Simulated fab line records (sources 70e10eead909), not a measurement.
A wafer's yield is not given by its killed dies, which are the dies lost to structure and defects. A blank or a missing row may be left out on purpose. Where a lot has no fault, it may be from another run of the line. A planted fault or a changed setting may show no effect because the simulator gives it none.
fab line records + flow nand-harc
record:
- lots: 15
- wafers: 45
- last-day: 24
route steps=1159 shown A_M1@1036
lots that met no fault: taken from a fault-free run of the same line
start-h: hours from the record's first day to the start of the lot's first wafer shown + wait-h: hours since the lot's step before + " identical to the entry in the row above + L1.1+2: several wafers, shown together as one row + - no value, or no start was given + * or withheld: withheld + < > ~ a bound
route shown NAME@n: names a module that has steps shown in the file, with the first one's number in the route + usual: mean/standard deviation of fault-free wafers + same: alike in all rows + chamber/n: place in a boat + sites: each site's reading + _std_site: the values' standard deviation + _edge_site: outer sites' mean less inner sites' + radius-mm: for every site, how far away it sits from the centre of the wafer + mask NAME#n: copy n + behind: the most recent tool/chamber to have shaped the wafer + hold: cause of the lot's hold/its duration in hours/its outcome + device: which transistor (n, p or np) failed to switch + end of line: the route-end tests of the same wafers + for a step that has no rows: nothing shown but its recipe + killed: at the first sort, the dies lost to defects and structure; wafer yield is something else + map: the dies of a wafer, with x for killed, . for not killed, _ for no die there
set.NAME: the setting that was run; set.NAME@STEP: the one run at that earlier step + model.NAME: the simulator's own value behind a step, which no gauge read
the route's steps for a sample of lots (tables are steps, rows are wafers)
services: when a tool's chamber went out of use (start-h, in hours from the record's first day, below 0 if earlier), for how many hours, and the reason
== steps ==
step: NHARC_A_M1_CD_MEAS_09
recipe:
- target-cd-nm: 120
- landing-energy-ev: 500
usual:
- cd-nm: 119.8/0.62
| lot.wafer | tool      | chamber | start-h | wait-h | cd-nm |
|-----------|-----------|---------|---------|--------|-------|
| L937.1    | cd-sem-01 | 0       | 415.86  | -      | 119.9 |
| L937.2    | "         | 0       | "       | "      | 120.4 |
| L937.6    | "         | 0       | "       | "      | 119.5 |
| L940.1    | cd-sem-01 | 0       | 416.75  | -      | 119.3 |
| L940.3    | "         | 0       | "       | "      | 119.3 |
| L940.4    | "         | 0       | "       | "      | 118.8 |
| L936.1    | cd-sem-01 | 0       | 419.35  | -      | 120.3 |
| L936.3    | "         | 0       | "       | "      | 119.8 |
| L936.4    | "         | 0       | "       | "      | 120.6 |
| L935.1    | cd-sem-02 | 0       | 427.17  | -      | 120.1 |
| L935.2    | "         | 0       | "       | "      | 120.3 |
| L935.5    | "         | 0       | "       | "      | 119.5 |
| L938.2    | cd-sem-01 | 0       | 427.45  | -      | 120.2 |
| L938.3    | "         | 0       | "       | "      | 119.9 |
| L938.4    | "         | 0       | "       | "      | 119.5 |
| L944.1    | cd-sem-02 | 0       | 444.20  | -      | 120.4 |
| L944.2    | "         | 0       | "       | "      | 119.8 |
| L944.6    | "         | 0       | "       | "      | 120.1 |
| L945.1    | cd-sem-03 | 0       | 454.20  | -      | 118.8 |
| L945.3    | "         | 0       | "       | "      | 120.4 |
| L945.4    | "         | 0       | "       | "      | 119.8 |
| L942.1    | cd-sem-01 | 0       | 455.33  | -      | 119.9 |
| L942.2    | "         | 0       | "       | "      | 119.4 |
| L942.6    | "         | 0       | "       | "      | 119.1 |
| L950.2    | cd-sem-02 | 0       | 468.00  | -      | 119.8 |
| L950.4    | "         | 0       | "       | "      | 118.5 |
| L950.6    | "         | 0       | "       | "      | 118.4 |
| L948.2    | cd-sem-02 | 0       | 484.27  | -      | 121.3 |
| L948.4    | "         | 0       | "       | "      | 119.4 |
| L948.5    | "         | 0       | "       | "      | 120.2 |
| L952.1    | cd-sem-03 | 0       | 505.93  | -      | 119.9 |
| L952.3    | "         | 0       | "       | "      | 120.2 |
| L952.4    | "         | 0       | "       | "      | 120.0 |
| L954.3    | cd-sem-03 | 0       | 515.52  | -      | 119.9 |
| L954.4    | "         | 0       | "       | "      | 119.5 |
| L954.6    | "         | 0       | "       | "      | 119.5 |
| L958.2    | cd-sem-02 | 0       | 526.99  | -      | 118.8 |
| L958.4    | "         | 0       | "       | "      | 119.4 |
| L958.6    | "         | 0       | "       | "      | 119.3 |
| L956.1    | cd-sem-03 | 0       | 531.08  | -      | 119.0 |
| L956.4    | "         | 0       | "       | "      | 120.3 |
| L956.6    | "         | 0       | "       | "      | 119.6 |
| L957.2    | cd-sem-03 | 0       | 534.00  | -      | 118.8 |
| L957.3    | "         | 0       | "       | "      | 119.8 |
| L957.6    | "         | 0       | "       | "      | 119.6 |
step: NHARC_A_M1_STRIP_18
recipe:
- power-w: 1000
- n2-flow-sccm: 150
- h2-flow-sccm: 150
- ar-flow-sccm: 0
- bias-w: 0
- chemistry: N2/H2
usual:
- drypump-motor-current-A: 5.6/0.47
- oes-product-au: 0.997/0.0086
- rf-fwd-power-W: 997.1/3
- rf-vpp-V: 90.8/0.95
- showerhead-plenum-p-Torr: 2.08/0.083
- throttle-valve-pct: 14.170/0.0093
same:
- bias-w: 0
| lot.wafer | tool        | chamber | start-h | wait-h | drypump-motor-current-A | oes-product-au | rf-fwd-power-W | rf-hours-counter-h | rf-vpp-V | showerhead-plenum-p-Torr | throttle-valve-pct |
|-----------|-------------|---------|---------|--------|-------------------------|----------------|----------------|--------------------|----------|--------------------------|--------------------|
| L937.2    | rie-diel-08 | 2       | 416.45  | 0.1    | 5.6                     | 0.998          | 997.5          | 3                  | 90.4     | 2.04                     | 14.165             |
| L937.1    | "           | 0       | "       | "      | 6.2                     | 0.992          | 1000.5         | 3                  | 91.6     | 2.19                     | 14.168             |
| L937.6    | "           | 1       | "       | "      | 5.3                     | 0.997          | 998.5          | -                  | 92.6     | 2.04                     | 14.164             |
| L940.4    | rie-diel-12 | 3       | 417.32  | 0.1    | 5.2                     | 0.996          | 989.0          | 2                  | 91.1     | 2.15                     | 14.173             |
| L940.3    | "           | 0       | "       | "      | 6.8                     | 1.017          | 995.8          | 2                  | 91.6     | 2.20                     | 14.167             |
| L940.1    | "           | 1       | "       | "      | 5.8                     | 0.983          | 993.2          | 2                  | 90.5     | 2.04                     | 14.159             |
| L936.1    | rie-diel-08 | 3       | 419.92  | 0.1    | 5.3                     | 1.007          | 1005.3         | 3                  | 91.5     | 2.13                     | 14.160             |
| L936.4    | "           | 0       | "       | "      | 6.2                     | 0.989          | 992.5          | 3                  | 91.3     | 2.19                     | 14.167             |
| L936.3    | "           | 2       | "       | "      | 5.6                     | 0.996          | 997.4          | 3                  | 91.9     | 2.04                     | 14.166             |
| L935.2    | rie-diel-12 | 2       | 427.77  | 0.1    | 5.1                     | 0.992          | 990.3          | 3                  | 91.1     | 2.04                     | 14.167             |
| L935.1    | "           | 0       | "       | "      | 6.7                     | 1.008          | 999.2          | 2                  | 92.3     | 2.20                     | 14.173             |
| L935.5    | "           | 2       | "       | "      | 5.1                     | 0.998          | 992.5          | -                  | 91.9     | 2.04                     | 14.160             |
| L938.3    | rie-diel-10 | 2       | 428.04  | 0.1    | 5.3                     | 0.998          | 995.2          | 8                  | 89.3     | 2.01                     | 14.170             |
| L938.4    | "           | 3       | "       | "      | 5.1                     | 0.991          | 999.8          | 7                  | 91.5     | 1.91                     | 14.165             |
| L938.2    | "           | 0       | "       | "      | 5.9                     | 0.985          | 997.0          | 7                  | 89.7     | 1.95                     | 14.166             |
| L944.2    | rie-diel-10 | 3       | 444.76  | 0.1    | 5.1                     | 0.986          | 1001.0         | 7                  | 89.3     | 1.92                     | 14.162             |
| L944.1    | "           | 1       | "       | "      | 5.7                     | 1.009          | 996.6          | 9                  | 92.1     | 2.12                     | 14.175             |
| L944.6    | "           | 3       | "       | "      | 5.1                     | 0.994          | 1000.9         | -                  | 90.7     | 1.91                     | 14.168             |
| L945.1    | rie-diel-10 | 3       | 454.79  | 0.1    | 5.1                     | 0.981          | 993.9          | 8                  | 89.2     | 1.91                     | 14.178             |
| L945.4    | "           | 0       | "       | "      | 5.9                     | 0.994          | 997.2          | 8                  | 89.6     | 1.95                     | 14.155             |
| L945.3    | "           | 1       | "       | "      | 5.7                     | 1.000          | 997.7          | 9                  | 90.3     | 2.12                     | 14.167             |
| L942.1    | rie-diel-10 | 3       | 455.92  | 0.1    | 5.1                     | 0.979          | 1000.6         | 8                  | 91.1     | 1.91                     | 14.184             |
| L942.2    | "           | 1       | "       | "      | 5.7                     | 0.999          | 997.4          | 9                  | 91.3     | 2.12                     | 14.181             |
| L942.6    | "           | 3       | "       | "      | 5.1                     | 0.995          | 998.2          | -                  | 89.4     | 1.91                     | 14.162             |
| L950.4    | rie-diel-08 | 2       | 468.58  | 0.1    | 5.6                     | 0.992          | 996.2          | 4                  | 90.4     | 2.04                     | 14.181             |
| L950.2    | "           | 0       | "       | "      | 6.2                     | 0.993          | 996.8          | 4                  | 91.2     | 2.19                     | 14.166             |
| L950.6    | "           | 2       | "       | "      | 5.6                     | 0.988          | 994.6          | -                  | 90.3     | 2.04                     | 14.159             |
| L948.2    | rie-diel-12 | 1       | 485.37  | 0.1    | 5.7                     | 0.985          | 994.3          | 6                  | 91.2     | 2.04                     | 14.172             |
| L948.4    | "           | 0       | "       | "      | 6.7                     | 1.000          | 993.8          | 7                  | 90.5     | 2.20                     | 14.163             |
| L948.5    | "           | 1       | "       | "      | 5.7                     | 0.985          | 994.6          | -                  | 90.2     | 2.04                     | 14.183             |
| L952.3    | rie-diel-08 | 3       | 506.49  | 0.1    | 5.3                     | 0.998          | 996.8          | 0                  | 90.4     | 2.13                     | 14.160             |
| L952.1    | "           | 1       | "       | "      | 5.3                     | 1.007          | 998.0          | 1                  | 91.1     | 2.04                     | 14.168             |
| L952.4    | "           | 2       | "       | "      | 5.6                     | 0.999          | 994.9          | 0                  | 90.9     | 2.04                     | 14.173             |
| L954.4    | rie-diel-10 | 0       | 516.13  | 0.1    | 5.9                     | 0.998          | 995.4          | 14                 | 90.4     | 1.95                     | 14.167             |
| L954.3    | "           | 1       | "       | "      | 5.7                     | 1.008          | 998.4          | 12                 | 91.2     | 2.12                     | 14.158             |
| L954.6    | "           | 3       | "       | "      | 5.1                     | 0.992          | 999.9          | -                  | 89.9     | 1.91                     | 14.177             |
| L958.2    | rie-diel-08 | 0       | 527.62  | 0.1    | 6.2                     | 1.007          | 997.0          | 1                  | 89.9     | 2.19                     | 14.165             |
| L958.6    | "           | 3       | "       | "      | 5.3                     | 1.000          | 1000.8         | -                  | 90.3     | 2.13                     | 14.173             |
| L958.4    | "           | 0       | "       | "      | 6.2                     | 1.014          | 996.5          | -                  | 89.7     | 2.19                     | 14.173             |
| L956.1    | rie-diel-08 | 0       | 531.74  | 0.1    | 6.2                     | 1.017          | 995.4          | 1                  | 91.8     | 2.19                     | 14.178             |
| L956.6    | "           | 3       | "       | "      | 5.2                     | 0.991          | 996.9          | -                  | 92.8     | 2.13                     | 14.168             |
| L956.4    | "           | 1       | "       | "      | 5.3                     | 0.998          | 1000.2         | -                  | 91.1     | 2.04                     | 14.180             |
| L957.2    | rie-diel-08 | 1       | 534.64  | 0.1    | 5.3                     | 0.989          | 1003.1         | 2                  | 90.5     | 2.04                     | 14.169             |
| L957.3    | "           | 3       | "       | "      | 5.3                     | 0.985          | 996.7          | 2                  | 91.7     | 2.13                     | 14.179             |
| L957.6    | "           | 1       | "       | "      | 5.3                     | 0.999          | 999.0          | -                  | 90.5     | 2.04                     | 14.168             |
step: NHARC_A_M1_ECD_22
recipe:
- target-thk-a: 4000
- bath-temp-c: 25
- material: Cu
usual:
- bath-heat-duty-pct: 6.5/0.59
- bath-temp-c: 25.00/0.1
| lot.wafer | tool      | chamber | start-h | wait-h | bath-heat-duty-pct | bath-temp-c |
|-----------|-----------|---------|---------|--------|--------------------|-------------|
| L937.1    | ecd-cu-02 | 0       | 417.43  | -      | 5.4                | 25.03       |
| L937.2    | "         | 1       | "       | "      | 6.3                | 24.91       |
| L937.6    | "         | 0       | "       | "      | 5.5                | 25.03       |
| L940.1    | ecd-cu-01 | 0       | 418.33  | -      | 6.7                | 24.89       |
| L940.3    | "         | 0       | "       | "      | 5.6                | 24.91       |
| L940.4    | "         | 1       | "       | "      | 6.3                | 24.86       |
| L936.1    | ecd-cu-01 | 1       | 420.99  | -      | 7.4                | 24.93       |
| L936.4    | "         | 0       | "       | "      | 6.7                | 25.14       |
| L936.3    | "         | 1       | "       | "      | 6.7                | 25.01       |
| L935.1    | ecd-cu-01 | 1       | 428.78  | -      | 6.8                | 25.05       |
| L935.2    | "         | 0       | "       | "      | 6.4                | 25.18       |
| L935.5    | "         | 1       | "       | "      | 6.8                | 25.00       |
| L938.2    | ecd-cu-02 | 1       | 429.01  | -      | 6.1                | 25.06       |
| L938.3    | "         | 1       | "       | "      | 6.5                | 24.97       |
| L938.4    | "         | 0       | "       | "      | 6.4                | 24.94       |
| L944.1    | ecd-cu-02 | 0       | 445.77  | -      | 6.5                | 25.24       |
| L944.2    | "         | 1       | "       | "      | 6.8                | 24.95       |
| L944.6    | "         | 0       | "       | "      | 6.8                | 24.88       |
| L945.1    | ecd-cu-02 | 1       | 455.87  | -      | -                  | -           |
| L945.3    | "         | 0       | "       | "      | -                  | -           |
| L945.4    | "         | 1       | "       | "      | -                  | -           |
| L942.1    | ecd-cu-01 | 0       | 456.90  | -      | -                  | -           |
| L942.2    | "         | 1       | "       | "      | -                  | -           |
| L942.6    | "         | 1       | "       | "      | -                  | -           |
| L950.2    | ecd-cu-01 | 0       | 469.64  | -      | -                  | -           |
| L950.4    | "         | 0       | "       | "      | -                  | -           |
| L950.6    | "         | 1       | "       | "      | -                  | -           |
| L948.2    | ecd-cu-02 | 1       | 486.41  | -      | 6.2                | 25.00       |
| L948.4    | "         | 0       | "       | "      | 6.0                | 24.83       |
| L948.5    | "         | 0       | "       | "      | 5.4                | 25.13       |
| L952.1    | ecd-cu-01 | 0       | 507.54  | -      | 6.8                | 25.03       |
| L952.3    | "         | 1       | "       | "      | 6.8                | 24.88       |
| L952.4    | "         | 0       | "       | "      | 6.5                | 25.07       |
| L954.4    | ecd-cu-02 | 1       | 517.20  | -      | 6.1                | 24.91       |
| L954.3    | "         | 0       | "       | "      | 5.7                | 25.11       |
| L954.6    | "         | 0       | "       | "      | 5.1                | 24.98       |
| L958.2    | ecd-cu-02 | 0       | 528.61  | -      | 5.2                | 25.02       |
| L958.4    | "         | 1       | "       | "      | 6.2                | 24.92       |
| L958.6    | "         | 0       | "       | "      | 5.8                | 25.21       |
| L956.1    | ecd-cu-01 | 1       | 532.82  | -      | 7.0                | 25.11       |
| L956.4    | "         | 1       | "       | "      | 6.1                | 25.19       |
| L956.6    | "         | 1       | "       | "      | 7.1                | 25.09       |
| L957.2    | ecd-cu-01 | 1       | 535.68  | -      | 6.7                | 25.19       |
| L957.3    | "         | 1       | "       | "      | 6.1                | 25.20       |
| L957.6    | "         | 1       | "       | "      | 7.3                | 25.18       |
step: NHARC_A_M1_CMP_23
recipe:
- t-overpolish-s: 20
- target-thk-nm: 154.34
usual:
- motor-current-A: 12.0/1.4
- pad-life-wafers: 273/170
- time-to-endpoint-s: 29.1/2.7
| lot.wafer | tool   | chamber | start-h | wait-h | motor-current-A | pad-life-wafers | time-to-endpoint-s |
|-----------|--------|---------|---------|--------|-----------------|-----------------|--------------------|
| L937.1    | cmp-02 | 2       | 418.16  | -      | 12.1            | 474             | 25.9               |
| L937.2    | "      | 0       | "       | "      | 14.8            | 476             | 28.8               |
| L937.6    | "      | 3       | "       | "      | 11.2            | -               | 31.5               |
| L940.3    | cmp-02 | 3       | 419.12  | -      | 11.4            | 487             | 30.3               |
| L940.1    | "      | 0       | "       | "      | 14.8            | 488             | 29.9               |
| L940.4    | "      | 1       | "       | "      | 14.3            | 489             | 33.2               |
| L936.4    | cmp-03 | 0       | 421.83  | -      | 12.3            | 342             | 24.8               |
| L936.1    | "      | 1       | "       | "      | 11.9            | 343             | 25.4               |
| L936.3    | "      | 3       | "       | "      | 12.0            | 345             | 23.0               |
| L935.2    | cmp-04 | 0       | 429.61  | -      | 10.5            | 163             | 31.0               |
| L935.1    | "      | 1       | "       | "      | 13.1            | 164             | 27.6               |
| L935.5    | "      | 3       | "       | "      | 12.6            | -               | 31.9               |
| L938.3    | cmp-04 | 3       | 429.75  | -      | 12.4            | 168             | 29.2               |
| L938.2    | "      | 0       | "       | "      | 10.3            | 169             | 28.3               |
| L938.4    | "      | 2       | "       | "      | 9.6             | 171             | 23.8               |
| L944.2    | cmp-04 | 0       | 446.56  | -      | 9.8             | 271             | 30.7               |
| L944.1    | "      | 2       | "       | "      | 10.1            | 273             | 27.4               |
| L944.6    | "      | 0       | "       | "      | 10.6            | -               | 34.6               |
| L945.4    | cmp-03 | 3       | 456.53  | -      | 12.2            | 0               | 0.5                |
| L945.1    | "      | 1       | "       | "      | 10.7            | 2               | 2.2                |
| L945.3    | "      | 2       | "       | "      | 12.8            | 3               | 4.8                |
| L942.1    | cmp-02 | 3       | 457.65  | -      | 11.5            | 169             | 4.1                |
| L942.2    | "      | 0       | "       | "      | 15.0            | 170             | 2.9                |
| L942.6    | "      | 2       | "       | "      | 11.8            | -               | 0.5                |
| L950.2    | cmp-04 | 3       | 470.31  | -      | 12.7            | 444             | 6.1                |
| L950.4    | "      | 0       | "       | "      | 10.0            | 445             | 4.6                |
| L950.6    | "      | 0       | "       | "      | 10.3            | -               | 5.8                |
| L948.2    | cmp-03 | 1       | 487.09  | -      | 11.5            | 168             | 26.8               |
| L948.4    | "      | 3       | "       | "      | 11.7            | 170             | 25.1               |
| L948.5    | "      | 1       | "       | "      | 11.1            | -               | 29.5               |
| L952.4    | cmp-02 | 3       | 508.22  | -      | 11.7            | 414             | 29.1               |
| L952.3    | "      | 0       | "       | "      | 15.0            | 415             | 26.8               |
| L952.1    | "      | 2       | "       | "      | 11.2            | 417             | 24.7               |
| L954.4    | cmp-03 | 3       | 517.85  | -      | 12.4            | 349             | 23.9               |
| L954.3    | "      | 1       | "       | "      | 11.2            | 351             | 27.2               |
| L954.6    | "      | 3       | "       | "      | 11.6            | -               | 26.8               |
| L958.4    | cmp-03 | 2       | 529.52  | -      | 11.9            | 414             | 30.4               |
| L958.2    | "      | 3       | "       | "      | 11.1            | 415             | 25.7               |
| L958.6    | "      | 3       | "       | "      | 11.5            | -               | 25.0               |
| L956.4    | cmp-02 | 2       | 533.55  | -      | 11.8            | 12              | 28.8               |
| L956.1    | "      | 0       | "       | "      | 14.1            | 14              | 28.2               |
| L956.6    | "      | 2       | "       | "      | 11.1            | -               | 26.1               |
| L957.2    | cmp-03 | 3       | 536.40  | -      | 12.0            | 450             | 25.0               |
| L957.3    | "      | 0       | "       | "      | 12.1            | 451             | 28.5               |
| L957.6    | "      | 3       | "       | "      | 12.3            | -               | 22.4               |
step: NHARC_A_M1_THK_MEAS_24
recipe:
- thk-meas-gauge: xrf
usual:
- thk-nm: 154.4/1.4
| lot.wafer | tool          | chamber | start-h | wait-h | thk-nm |
|-----------|---------------|---------|---------|--------|--------|
| L937.1    | film-metro-01 | -       | 418.47  | -      | 154.1  |
| L937.2    | "             | -       | "       | "      | 152.4  |
| L937.6    | "             | -       | "       | "      | 153.9  |
| L940.1    | film-metro-01 | -       | 419.41  | -      | 154.5  |
| L940.3    | "             | -       | "       | "      | 156.6  |
| L940.4    | "             | -       | "       | "      | 154.9  |
| L936.1    | film-metro-01 | -       | 422.15  | -      | 154.4  |
| L936.3    | "             | -       | "       | "      | 152.7  |
| L936.4    | "             | -       | "       | "      | 152.8  |
| L935.1    | film-metro-01 | -       | 429.90  | -      | 156.5  |
| L935.2    | "             | -       | "       | "      | 156.7  |
| L935.5    | "             | -       | "       | "      | 154.2  |
| L938.2    | film-metro-01 | -       | 430.07  | -      | 154.3  |
| L938.3    | "             | -       | "       | "      | 156.8  |
| L938.4    | "             | -       | "       | "      | 153.9  |
| L944.1    | film-metro-01 | -       | 446.85  | -      | 152.6  |
| L944.2    | "             | -       | "       | "      | 152.1  |
| L944.6    | "             | -       | "       | "      | 153.9  |
| L945.1    | film-metro-01 | -       | 456.84  | -      | 31.4   |
| L945.3    | "             | -       | "       | "      | 30.2   |
| L945.4    | "             | -       | "       | "      | 29.9   |
| L942.1    | film-metro-02 | -       | 457.94  | -      | 31.6   |
| L942.2    | "             | -       | "       | "      | 31.6   |
| L942.6    | "             | -       | "       | "      | 30.0   |
| L950.2    | film-metro-01 | -       | 470.63  | -      | 30.2   |
| L950.4    | "             | -       | "       | "      | 29.3   |
| L950.6    | "             | -       | "       | "      | 29.0   |
| L948.2    | film-metro-01 | -       | 487.40  | -      | 153.7  |
| L948.4    | "             | -       | "       | "      | 152.5  |
| L948.5    | "             | -       | "       | "      | 154.3  |
| L952.1    | film-metro-01 | -       | 508.53  | -      | 152.1  |
| L952.3    | "             | -       | "       | "      | 153.0  |
| L952.4    | "             | -       | "       | "      | 153.8  |
| L954.3    | film-metro-02 | -       | 518.14  | -      | 154.5  |
| L954.4    | "             | -       | "       | "      | 154.7  |
| L954.6    | "             | -       | "       | "      | 155.5  |
| L958.2    | film-metro-02 | -       | 529.84  | -      | 152.4  |
| L958.4    | "             | -       | "       | "      | 151.9  |
| L958.6    | "             | -       | "       | "      | 152.6  |
| L956.1    | film-metro-02 | -       | 533.87  | -      | 154.4  |
| L956.4    | "             | -       | "       | "      | 152.2  |
| L956.6    | "             | -       | "       | "      | 154.6  |
| L957.2    | film-metro-01 | -       | 536.72  | -      | 151.5  |
| L957.3    | "             | -       | "       | "      | 153.7  |
| L957.6    | "             | -       | "       | "      | 152.6  |
step: NHARC_A_M1_INSPECT_27
usual:
- raw-defect-count: 431/96
| lot.wafer | tool              | chamber | start-h | wait-h | raw-defect-count |
|-----------|-------------------|---------|---------|--------|------------------|
| L937.1    | defect-inspect-02 | -       | 418.63  | 0.0    | 365              |
| L937.2    | "                 | -       | "       | "      | 429              |
| L937.6    | "                 | -       | "       | "      | 284              |
| L940.1    | defect-inspect-01 | -       | 419.56  | 0.0    | 445              |
| L940.3    | "                 | -       | "       | "      | 404              |
| L940.4    | "                 | -       | "       | "      | 491              |
| L936.1    | defect-inspect-02 | -       | 422.30  | 0.0    | 470              |
| L936.3    | "                 | -       | "       | "      | 298              |
| L936.4    | "                 | -       | "       | "      | 313              |
| L935.1    | defect-inspect-01 | -       | 430.05  | 0.0    | 350              |
| L935.2    | "                 | -       | "       | "      | 373              |
| L935.5    | "                 | -       | "       | "      | 545              |
| L938.2    | defect-inspect-01 | -       | 430.23  | 0.0    | 463              |
| L938.3    | "                 | -       | "       | "      | 347              |
| L938.4    | "                 | -       | "       | "      | 385              |
| L944.1    | defect-inspect-02 | -       | 447.01  | 0.0    | 458              |
| L944.2    | "                 | -       | "       | "      | 437              |
| L944.6    | "                 | -       | "       | "      | 527              |
| L945.1    | defect-inspect-01 | -       | 457.00  | 0.0    | 322              |
| L945.3    | "                 | -       | "       | "      | 364              |
| L945.4    | "                 | -       | "       | "      | 296              |
| L942.1    | defect-inspect-01 | -       | 458.10  | 0.0    | 557              |
| L942.2    | "                 | -       | "       | "      | 353              |
| L942.6    | "                 | -       | "       | "      | 493              |
| L950.2    | defect-inspect-02 | -       | 470.78  | 0.0    | 562              |
| L950.4    | "                 | -       | "       | "      | 402              |
| L950.6    | "                 | -       | "       | "      | 642              |
| L948.2    | defect-inspect-01 | -       | 487.56  | 0.0    | 294              |
| L948.4    | "                 | -       | "       | "      | 559              |
| L948.5    | "                 | -       | "       | "      | 361              |
| L952.1    | defect-inspect-01 | -       | 508.68  | 0.0    | 570              |
| L952.3    | "                 | -       | "       | "      | 360              |
| L952.4    | "                 | -       | "       | "      | 419              |
| L954.3    | defect-inspect-01 | -       | 518.30  | 0.0    | 427              |
| L954.4    | "                 | -       | "       | "      | 340              |
| L954.6    | "                 | -       | "       | "      | 401              |
| L958.2    | defect-inspect-02 | -       | 530.01  | 0.0    | 401              |
| L958.4    | "                 | -       | "       | "      | 439              |
| L958.6    | "                 | -       | "       | "      | 426              |
| L956.1    | defect-inspect-02 | -       | 534.02  | 0.0    | 331              |
| L956.4    | "                 | -       | "       | "      | 489              |
| L956.6    | "                 | -       | "       | "      | 343              |
| L957.2    | defect-inspect-02 | -       | 536.87  | 0.0    | 391              |
| L957.3    | "                 | -       | "       | "      | 356              |
| L957.6    | "                 | -       | "       | "      | 344              |
== services ==
| tool        | chamber | start-h | hours | kind   |
|-------------|---------|---------|-------|--------|
| cmp-04      | -       | 399.10  | 4.0   | pm     |
| cmp-02      | -       | 401.94  | 0.3   | repair |
| rie-diel-08 | 0       | 408.80  | -     | clean  |
| rie-diel-08 | 1       | 408.80  | -     | clean  |
| rie-diel-08 | 2       | 408.80  | -     | clean  |
| rie-diel-08 | 3       | 408.80  | -     | clean  |
| cmp-03      | -       | 414.43  | 2.3   | repair |
| cmp-02      | -       | 428.79  | 4.0   | pm     |
| rie-diel-08 | 0       | 433.30  | -     | clean  |
| rie-diel-12 | 1       | 448.21  | 12.8  | repair |
| cmp-03      | -       | 448.40  | 2.2   | repair |
| ecd-cu-01   | -       | 448.74  | 8.0   | pm     |
| cmp-03      | -       | 452.41  | 4.0   | pm     |
| ecd-cu-02   | -       | 460.38  | 4.4   | repair |
| rie-diel-08 | -       | 478.80  | 9.0   | pm     |
| rie-diel-10 | 1       | 483.56  | 19.8  | repair |
| cmp-04      | -       | 497.10  | 4.0   | pm     |
| rie-diel-08 | -       | 499.70  | 0.3   | repair |
| cmp-02      | -       | 515.97  | 0.9   | repair |
| cmp-02      | -       | 526.79  | 4.0   | pm     |
| rie-diel-08 | 2       | 527.36  | 14.9  | repair |
| rie-diel-12 | -       | 528.70  | 1.0   | repair |
| rie-diel-10 | -       | 530.50  | 9.0   | pm     |
| ecd-cu-02   | -       | 532.69  | 8.0   | pm     |
== key ==
first-sign:
- step: NHARC_A_M1_ECD_22
- reading: tool-record
- direction: missing
effect:
- step: NHARC_A_M1_CMP_23
- reading: time-to-endpoint-s
- direction: down
- sigmas: 9.6
- usual: *
- struck: *
effect:
- step: NHARC_A_M1_THK_MEAS_24
- reading: thk-nm
- direction: down
- sigmas: 86
- usual: 154.4
- struck: 30.4
met-at NHARC_A_M1_ECD_22
struck-lots L942,L945,L950
later-rows-left-out L942.1,L942.2,L942.6,L945.1,L945.3,L945.4,L950.2,L950.4,L950.6
sort-left-out L942.1,L942.2,L942.6,L945.1,L945.3,L945.4,L950.2,L950.4,L950.6
not-acting-at NHARC_A_M1_CD_MEAS_09,NHARC_A_M1_STRIP_18,NHARC_A_M1_INSPECT_27
onset-between 445.77 455.87
fault:
- kind: skipped-step-whole
- tool: ecd-cu-01,ecd-cu-02
- chamber: -
- onset-h: 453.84
- steps: NHARC_A_M1_ECD_22
- scope: struck-lots-only
sort-left-out: the simulated sort isn't trusted on such a fault, so these wafers' sort isn't shown, and their yield isn't known
later-rows-left-out: the simulator's readings of these wafers behind a module that went badly wrong aren't trusted and aren't shown, but for the sort
